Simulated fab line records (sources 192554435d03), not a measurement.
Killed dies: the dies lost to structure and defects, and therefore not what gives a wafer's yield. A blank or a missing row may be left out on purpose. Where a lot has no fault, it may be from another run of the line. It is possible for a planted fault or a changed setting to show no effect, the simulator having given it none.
Comparing a struck lot with a sound one | flow n5 finfet | 25 out of 1938 route steps
Sound: the wafers L781.1, L781.2, L781.3. Wafers L791.4, L791.5, L791.6 were the ones struck. The cause is given at the end.
At each step with rows: each side's tool, then ch and its chambers, then its first start. Under that, the readings that differ: sound wafers | struck wafers | difference of the means | sigmas: that difference in standard deviations of wafers without a fault.
alike: words and numbers the same on both sides, and readings whose means are apart by under 2 such deviations; not compared: readings that were withheld, readings missing a value for some wafer, numbers with overlapping values and no deviation given by the record, and bounds like >300 which may hide the same value.
Wherever a step has rows on one side only, a row that says differs or no value, or a row with sigmas, the two part there. When numbers do not overlap yet have no deviation, they are printed without sigmas and do not part them. A reading missing from all wafers of one side parts the sides only when that side holds two or more wafers.

first, 11 steps without rows for these wafers: N5_BEOL_M13_ETCH_59 (etches BARC in N2/H2, target depth 89 nm, overetch 26.7 nm, time 67.9 s); N5_BEOL_M13_VIA_ETCH_16 (etches SiOC in C4F8/O2/Ar, target depth 921.7 nm); N5_BEOL_M13_STRIP_63 (strips in N2/H2); N5_BEOL_M13_STRIP_64 (strips in N2/H2); N5_BEOL_M13_STRIP_71 (strips in post etch residue remover, time 60 s); N5_BEOL_M13_SRD_72 (time 30 s, dry time 30 s); N5_BEOL_M13_COAT_65 (time 60 s, resist thk 350 nm); N5_BEOL_M13_COAT_66 (time 60 s, resist thk 110 nm); N5_BEOL_M13_COAT_22 (resist thk 300 nm); N5_BEOL_M13_EBR_24; N5_BEOL_M13_SOFTBAKE_23 (time 60 s).
N5_BEOL_M13_EXPOSE_25: exposes mask M13, target cd 210 nm.
  sound on krf scanner-01 ch 0, day 11 17:41; struck on krf scanner-01 ch 0, day 14 14:21
  reading              | sound                | struck               | difference | sigmas
  exposure dose mJ cm2 | 21.959 21.951 21.982 | 22.634 22.624 22.639 | +0.668     | +32
  alike: mask, stage vel mm s
then, 3 steps without rows for these wafers: N5_BEOL_M13_PEB_26 (peb time 90 s); N5_BEOL_M13_DEVELOP_27 (develop time 45 s); N5_BEOL_M13_HARDBAKE_32 (time 120 s).
N5_BEOL_M13_CD_MEAS_28 targets a cd of 209.5 nm.
  sound on cd sem-02 ch 0, day 11 17:51; struck on cd sem-01 ch 0, day 14 14:31
  reading    | sound             | struck            | difference | sigmas
  cd nm (nm) | 210.6 209.8 209.0 | 211.8 212.1 211.5 | +2.0       | +2
N5_BEOL_M13_DESCUM_33: chemistry O2, time 7.9 s.
  sound on rie diel-03 ch 0,2,3, day 11 17:56; struck on rie diel-06 ch 2,3, day 14 14:35
  reading                   | sound           | struck            | difference | sigmas
  model.BEOL_M13.cd nm (nm) | 210.8 210 209.2 | 211.6 212.2 211.8 | +1.9       |
  alike: drypump motor current A, oes product au, rf vpp V, showerhead plenum p Torr, throttle valve pct
  not compared: rf hours counter h
then, 6 steps without rows for these wafers: N5_BEOL_M13_ETCH_67 (etches SiARC in CF4, target depth 143 nm, time 238.3 s); N5_BEOL_M13_ETCH_68 (etches SOC in N2/H2, time 355 s); N5_BEOL_M13_STRIP_69 (strips in N2/H2); N5_BEOL_M13_TRENCH_ETCH_34 (etches SiOC in C4F8/O2/Ar, target depth 413.47 nm, time 162.6 s); N5_BEOL_M13_STRIP_70 (strips in C4F8/O2/Ar); N5_BEOL_M13_STRIP_37 (strips in N2/H2).
N5_BEOL_M13_ETCH_38: etches SiCN in CF4/N2, target depth 67.5 nm, time 71.9 s.
  sound on rie diel-06 ch 0,1,3, day 11 21:07; struck on rie diel-03 ch 0,1, day 14 16:03
  reading                   | sound           | struck          | difference | sigmas
  model.BEOL_M13.cd nm (nm) | 210.6 209 208.2 | 211.8 211 211.8 | +2.3       |
  alike: drypump motor current A, oes product au, rf vpp V, showerhead plenum p Torr, throttle valve pct
  not compared: rf hours counter h
then, 1 step without rows for these wafers: N5_BEOL_M13_PRECLEAN_39 (cleans in residue remover, time 60 s).

== WHERE THEY PART ==
At N5_BEOL_M13_EXPOSE_25 first; at N5_BEOL_M13_CD_MEAS_28 last (within this record only). Later steps at which nothing parts them and some readings are alike: N5_BEOL_M13_DESCUM_33, N5_BEOL_M13_ETCH_38.

WHY: whatever the simulator had introduced
Process parameters drifting: krf scanner-01 at N5_BEOL_M13_EXPOSE_25, beginning at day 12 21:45. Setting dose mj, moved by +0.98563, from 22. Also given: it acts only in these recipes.
